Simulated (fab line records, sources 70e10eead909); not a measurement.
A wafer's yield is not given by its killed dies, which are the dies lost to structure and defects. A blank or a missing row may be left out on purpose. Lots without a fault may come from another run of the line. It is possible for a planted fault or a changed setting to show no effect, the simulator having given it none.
fab line records | flow nand_harc
[record] lots = 6 | wafers = 18 | last_day = 33
route steps=1302 shown A_ONON_D1@432
lots untouched by any fault: they come from a run of this same line in which no faults occurred
start_h: hours from the record's first day to the start of the lot's first wafer shown | wait_h: hours elapsed since this lot's preceding step | " the same as in the row above | L1.1+2: a single row standing in for several wafers | - either no value or no given start | * or withheld: withheld | < > ~ a bound
route shown NAME@n: NAME is a module with steps in the file, n the number in the route of the first one | usual: mean and standard deviation over wafers with no fault | same: alike in all rows | chamber/n: place in a boat | sites: readings site by site | _std_site: standard deviation across them | _edge_site: mean of outer sites minus mean of inner sites | radius_mm: for every site, how far away it sits from the centre of the wafer | mask NAME#n: copy n | behind: the tool/chamber that last shaped the wafer | hold: why the lot went on hold/how many hours it stayed there/how the hold came to an end | device: the n, p or np transistor that did not switch | end of line: tests of these same wafers at the route's end | step lacking rows: just its recipe | killed: count of dies lost to structure and defects at first sort (not the wafer's yield) | map: a wafer's dies, marking killed ones x, the rest . and places with no die _
set.NAME: the run value of the setting; set.NAME@STEP: its run value at that earlier step | model.NAME: the simulator's own value behind a step, which no gauge read
lots at some steps of the route; a table a step, a row a wafer
services: a tool's chamber out of use, with start hour (start_h, from the record's first day; less than 0 if before it), hours out, and reason
[[steps]]
[step NHARC_A_ONON_D1_DEP_12]
[recipe] target_thk_a = 10000 | n2_flow_sccm = 2750 | n2o_flow_sccm = 2000 | nh3_flow_sccm = 500 | sih4_flow_sccm = 210 | temp_c = 400
[step NHARC_A_ONON_D1_THK_MEAS_14]
[recipe] thk_meas_gauge = ellipsometry
[usual] thk_nm = 997/11
lot.wafer | tool          | chamber | start_h | wait_h | thk_nm
L962.2    | film_metro-01 | -       | 171.22  | -      | 993
L962.3    | "             | -       | "       | "      | 993
L962.5    | "             | -       | "       | "      | 993
L968.2    | film_metro-01 | -       | 233.47  | -      | 995
L968.4    | "             | -       | "       | "      | 995
L968.6    | "             | -       | "       | "      | 995
L973.3    | film_metro-01 | -       | 284.64  | -      | 982
L973.4    | "             | -       | "       | "      | 979
L973.6    | "             | -       | "       | "      | 979
L974.1    | film_metro-02 | -       | 288.23  | -      | 1004
L974.3    | "             | -       | "       | "      | 1005
L974.4    | "             | -       | "       | "      | 1004
L981.2    | film_metro-01 | -       | 363.51  | -      | 995
L981.4    | "             | -       | "       | "      | 995
L981.5    | "             | -       | "       | "      | 996
L983.2    | film_metro-01 | -       | 380.13  | -      | 981
L983.3    | "             | -       | "       | "      | 982
L983.5    | "             | -       | "       | "      | 981
[step NHARC_A_ONON_D1_ANNEAL_15]
[recipe] temp_c = 750 | time_s = 3600
[step NHARC_A_ONON_D1_DEP_16]
[recipe] target_thk_a = 10000 | n2_flow_sccm = 2750 | n2o_flow_sccm = 2000 | nh3_flow_sccm = 500 | sih4_flow_sccm = 210 | temp_c = 400
[step NHARC_A_ONON_D1_THK_MEAS_18]
[recipe] thk_meas_gauge = ellipsometry
[usual] thk_nm = 1001/10
lot.wafer | tool          | chamber | start_h | wait_h | thk_nm
L962.2    | film_metro-02 | -       | 178.92  | -      | 996
L962.3    | "             | -       | "       | "      | 996
L962.5    | "             | -       | "       | "      | 995
L968.2    | film_metro-02 | -       | 241.11  | -      | 999
L968.4    | "             | -       | "       | "      | 999
L968.6    | "             | -       | "       | "      | 999
L973.3    | film_metro-01 | -       | 292.40  | -      | 1002
L973.4    | "             | -       | "       | "      | 999
L973.6    | "             | -       | "       | "      | 1001
L974.1    | film_metro-01 | -       | 296.04  | -      | 994
L974.3    | "             | -       | "       | "      | 993
L974.4    | "             | -       | "       | "      | 993
L981.2    | film_metro-02 | -       | 371.32  | -      | 999
L981.4    | "             | -       | "       | "      | 1000
L981.5    | "             | -       | "       | "      | 999
L983.2    | film_metro-01 | -       | 387.90  | -      | 1020
L983.3    | "             | -       | "       | "      | 1022
L983.5    | "             | -       | "       | "      | 1024
[step NHARC_A_ONON_D1_DEP_19]
[recipe] target_thk_a = 10000 | n2_flow_sccm = 2750 | n2o_flow_sccm = 2000 | nh3_flow_sccm = 500 | sih4_flow_sccm = 210 | temp_c = 400
[step NHARC_A_ONON_D1_THK_MEAS_21]
[recipe] thk_meas_gauge = ellipsometry
[usual] thk_nm = 1000/10
lot.wafer | tool          | chamber | start_h | wait_h | thk_nm
L962.2    | film_metro-02 | -       | 179.49  | -      | 1011
L962.3    | "             | -       | "       | "      | 1009
L962.5    | "             | -       | "       | "      | 1011
L968.2    | film_metro-01 | -       | 241.67  | -      | 998
L968.4    | "             | -       | "       | "      | 1002
L968.6    | "             | -       | "       | "      | 1003
L973.3    | film_metro-01 | -       | 292.98  | -      | 1003
L973.4    | "             | -       | "       | "      | 1003
L973.6    | "             | -       | "       | "      | 1004
L974.1    | film_metro-02 | -       | 296.60  | -      | 1015
L974.3    | "             | -       | "       | "      | 1012
L974.4    | "             | -       | "       | "      | 1013
L981.2    | film_metro-02 | -       | 371.88  | -      | 1002
L981.4    | "             | -       | "       | "      | 1004
L981.5    | "             | -       | "       | "      | 1004
L983.2    | film_metro-02 | -       | 388.46  | -      | 983
L983.3    | "             | -       | "       | "      | 983
L983.5    | "             | -       | "       | "      | 979
[step NHARC_A_ONON_D1_DEP_22]
[recipe] target_thk_a = 10000 | n2_flow_sccm = 2750 | n2o_flow_sccm = 2000 | nh3_flow_sccm = 500 | sih4_flow_sccm = 210 | temp_c = 400
[step NHARC_A_ONON_D1_THK_MEAS_24]
[recipe] thk_meas_gauge = ellipsometry
[usual] thk_nm = 998/9.8
lot.wafer | tool          | chamber | start_h | wait_h | thk_nm
L962.2    | film_metro-02 | -       | 180.05  | -      | 997
L962.3    | "             | -       | "       | "      | 997
L962.5    | "             | -       | "       | "      | 998
L968.2    | film_metro-02 | -       | 242.23  | -      | 991
L968.4    | "             | -       | "       | "      | 992
L968.6    | "             | -       | "       | "      | 993
L973.3    | film_metro-01 | -       | 293.54  | -      | 1000
L973.4    | "             | -       | "       | "      | 999
L973.6    | "             | -       | "       | "      | 998
L974.1    | film_metro-02 | -       | 297.17  | -      | 1012
L974.3    | "             | -       | "       | "      | 1011
L974.4    | "             | -       | "       | "      | 1010
L981.2    | film_metro-01 | -       | 372.45  | -      | 1007
L981.4    | "             | -       | "       | "      | 1004
L981.5    | "             | -       | "       | "      | 1006
L983.2    | film_metro-01 | -       | 389.03  | -      | 1013
L983.3    | "             | -       | "       | "      | 1014
L983.5    | "             | -       | "       | "      | 1012
[step NHARC_A_ONON_D1_DEP_25]
[recipe] target_thk_a = 10000 | n2_flow_sccm = 2750 | n2o_flow_sccm = 2000 | nh3_flow_sccm = 500 | sih4_flow_sccm = 210 | temp_c = 400
[step NHARC_A_ONON_D1_THK_MEAS_27]
[recipe] thk_meas_gauge = ellipsometry
[usual] thk_nm = 1002/11
lot.wafer | tool          | chamber | start_h | wait_h | thk_nm
L962.2    | film_metro-02 | -       | 180.62  | -      | 1020
L962.3    | "             | -       | "       | "      | 1022
L962.5    | "             | -       | "       | "      | 1020
L968.2    | film_metro-02 | -       | 242.79  | -      | 995
L968.4    | "             | -       | "       | "      | 994
L968.6    | "             | -       | "       | "      | 993
L973.3    | film_metro-02 | -       | 294.10  | -      | 1003
L973.4    | "             | -       | "       | "      | 1003
L973.6    | "             | -       | "       | "      | 1003
L974.1    | film_metro-02 | -       | 297.74  | -      | 987
L974.3    | "             | -       | "       | "      | 986
L974.4    | "             | -       | "       | "      | 984
L981.2    | film_metro-01 | -       | 373.02  | -      | 1017
L981.4    | "             | -       | "       | "      | 1017
L981.5    | "             | -       | "       | "      | 1018
L983.2    | film_metro-01 | -       | 389.59  | -      | 1007
L983.3    | "             | -       | "       | "      | 1008
L983.5    | "             | -       | "       | "      | 1008
[step NHARC_A_ONON_D1_DEP_28]
[recipe] target_thk_a = 10000 | n2_flow_sccm = 2750 | n2o_flow_sccm = 2000 | nh3_flow_sccm = 500 | sih4_flow_sccm = 210 | temp_c = 400
[usual] sih4_flow_sccm = 210.1/0.63
lot.wafer | tool          | chamber | start_h | wait_h | sih4_flow_sccm
L962.2    | pecvd_onon-04 | 0       | 180.73  | 0.1    | 210.5
L962.3    | "             | 0       | "       | "      | 209.9
L962.5    | "             | 0       | "       | "      | 210.2
L968.2    | pecvd_onon-02 | 0       | 242.91  | 0.1    | 208.8
L968.4    | "             | 0       | "       | "      | 208.6
L968.6    | "             | 0       | "       | "      | 208.8
L973.3    | pecvd_onon-02 | 0       | 294.28  | 0.2    | 209.5
L973.4    | "             | 0       | "       | "      | 209.2
L973.6    | "             | 0       | "       | "      | 210.3
L974.1    | pecvd_onon-02 | 0       | 297.79  | 0.1    | 209.9
L974.3    | "             | 0       | "       | "      | 209.7
L974.4    | "             | 0       | "       | "      | 210.6
L981.2    | pecvd_onon-01 | 0       | 373.13  | 0.1    | 209.9
L981.4    | "             | 0       | "       | "      | 209.8
L981.5    | "             | 0       | "       | "      | 209.9
L983.2    | pecvd_onon-02 | 0       | 389.71  | 0.1    | 210.9
L983.3    | "             | 0       | "       | "      | 211.2
L983.5    | "             | 0       | "       | "      | 210.1
[step NHARC_A_ONON_D1_THK_MEAS_30]
[recipe] thk_meas_gauge = ellipsometry
[usual] thk_nm = 998/7.6
lot.wafer | tool          | chamber | start_h | wait_h | thk_nm
L962.2    | film_metro-01 | -       | 181.19  | -      | 988
L962.3    | "             | -       | "       | "      | 987
L962.5    | "             | -       | "       | "      | 987
L968.2    | film_metro-01 | -       | 243.35  | -      | 991
L968.4    | "             | -       | "       | "      | 991
L968.6    | "             | -       | "       | "      | 989
L973.3    | film_metro-02 | -       | 294.67  | -      | 622
L973.4    | "             | -       | "       | "      | 990
L973.6    | "             | -       | "       | "      | 993
L974.1    | film_metro-01 | -       | 298.30  | -      | 628
L974.3    | "             | -       | "       | "      | 627
L974.4    | "             | -       | "       | "      | 997
L981.2    | film_metro-02 | -       | 373.58  | -      | 1007
L981.4    | "             | -       | "       | "      | 1008
L981.5    | "             | -       | "       | "      | 1007
L983.2    | film_metro-01 | -       | 390.16  | -      | 1008
L983.3    | "             | -       | "       | "      | 1008
L983.5    | "             | -       | "       | "      | 1007
[step NHARC_A_ONON_D1_DEP_33]
[recipe] target_thk_a = 2000 | temp_c = 400 | pressure_torr = 6.5 | rf_w = 900 | teos_flow_sccm = 161.4 | flow_sccm = 2650 | target_thk_nm = 200 | gas = O2 | material = SiO2
[usual] heater_power_w = 545/79 | throttle_valve_pct = 15.5/0.52
lot.wafer | tool     | chamber | start_h | wait_h | heater_power_w | throttle_valve_pct
L962.3    | pecvd-04 | 2       | 181.38  | 0.2    | 493            | 14.9
L962.2    | "        | 0       | "       | "      | 510            | 15.4
L962.5    | "        | 2       | "       | "      | 493            | 15.2
L968.2    | pecvd-02 | 1       | 243.46  | 0.1    | 513            | 16.1
L968.4    | "        | 1       | "       | "      | 523            | 15.8
L968.6    | "        | 2       | "       | "      | 655            | 14.6
L973.3    | pecvd-02 | 1       | 294.77  | 0.1    | 555            | 16.3
L973.4    | "        | 0       | "       | "      | 426            | 15.6
L973.6    | "        | 2       | "       | "      | 560            | 14.8
L974.1    | pecvd-03 | 2       | 298.40  | 0.1    | 640            | 16.1
L974.3    | "        | 0       | "       | "      | 509            | 15.5
L974.4    | "        | 1       | "       | "      | 447            | 16.0
L981.2    | pecvd-04 | 0       | 373.95  | 0.4    | 565            | 15.6
L981.4    | "        | 1       | "       | "      | 722            | 15.7
L981.5    | "        | 0       | "       | "      | 561            | 15.3
L983.3    | pecvd-02 | 1       | 390.22  | 0.1    | 470            | 16.0
L983.2    | "        | 2       | "       | "      | 534            | 14.7
L983.5    | "        | 2       | "       | "      | 555            | 15.0
[[services]]
tool          | chamber | start_h | hours | kind
pecvd_onon-04 | -       | 160.95  | 3.4   | repair
pecvd-02      | 1       | 163.86  | 18.8  | repair
pecvd-02      | -       | 182.63  | 2.3   | repair
pecvd_onon-02 | -       | 185.00  | 13.0  | pm
pecvd-03      | -       | 185.04  | 13.0  | pm
pecvd-02      | -       | 227.14  | 13.0  | pm
pecvd-02      | 0       | 227.14  | 13.0  | vent_cycle
pecvd-02      | 1       | 227.14  | 13.0  | vent_cycle
pecvd-02      | 2       | 227.14  | 13.0  | vent_cycle
pecvd-02      | 0       | 240.14  | -     | clean
pecvd-02      | 1       | 240.14  | -     | clean
pecvd-02      | 2       | 240.14  | -     | clean
pecvd-04      | -       | 269.00  | 13.0  | pm
pecvd_onon-01 | -       | 269.29  | 13.0  | pm
pecvd-03      | 0       | 281.05  | 4.7   | repair
pecvd_onon-02 | -       | 289.74  | 1.6   | repair
pecvd-04      | -       | 292.01  | 1.3   | repair
pecvd_onon-04 | -       | 311.63  | 13.0  | pm
pecvd-04      | -       | 332.01  | 2.2   | repair
pecvd_onon-01 | -       | 356.32  | 0.0   | repair
pecvd_onon-02 | -       | 366.00  | 13.0  | pm
pecvd-03      | -       | 366.04  | 13.0  | pm
pecvd-02      | -       | 372.54  | 2.8   | repair
pecvd-04      | 0       | 377.92  | 6.2   | repair
[[key]]
[first_sign] step = NHARC_A_ONON_D1_THK_MEAS_30 | reading = thk_nm | direction = down | sigmas = 49 | usual = 998 | struck = 626
effect none on later readings
met_at NHARC_A_ONON_D1_DEP_28
struck_wafers L973.3,L974.1,L974.3
later_rows_left_out L973.3,L974.1,L974.3
sort_left_out L973.3,L974.1,L974.3
tester_left_out L973,L974
onset_between 242.91 294.28
[fault] kind = process_parameter_drift | tool = pecvd_onon-02 | chamber = - | onset_h = 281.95 | steps = NHARC_A_ONON_D1_DEP_28 | channel = target_thk_a | offset = * | shape = step | end_h = 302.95 | scope = struck_wafers_only | acts_in = * | stated = *
// tester_left_out: of these lots the tester's yield and bins aren't shown, on N5 and GAA mostly nor the transistor test; their killed dies are dies lost to structure and defects alone, not to doping, threshold or leakage, so they don't give the yield
// sort_left_out: the simulated sort isn't trusted on such a fault, so these wafers' sort isn't shown, and their yield isn't known
// later_rows_left_out: the simulator's readings of these wafers behind a module that went badly wrong aren't trusted and aren't shown, but for the sort
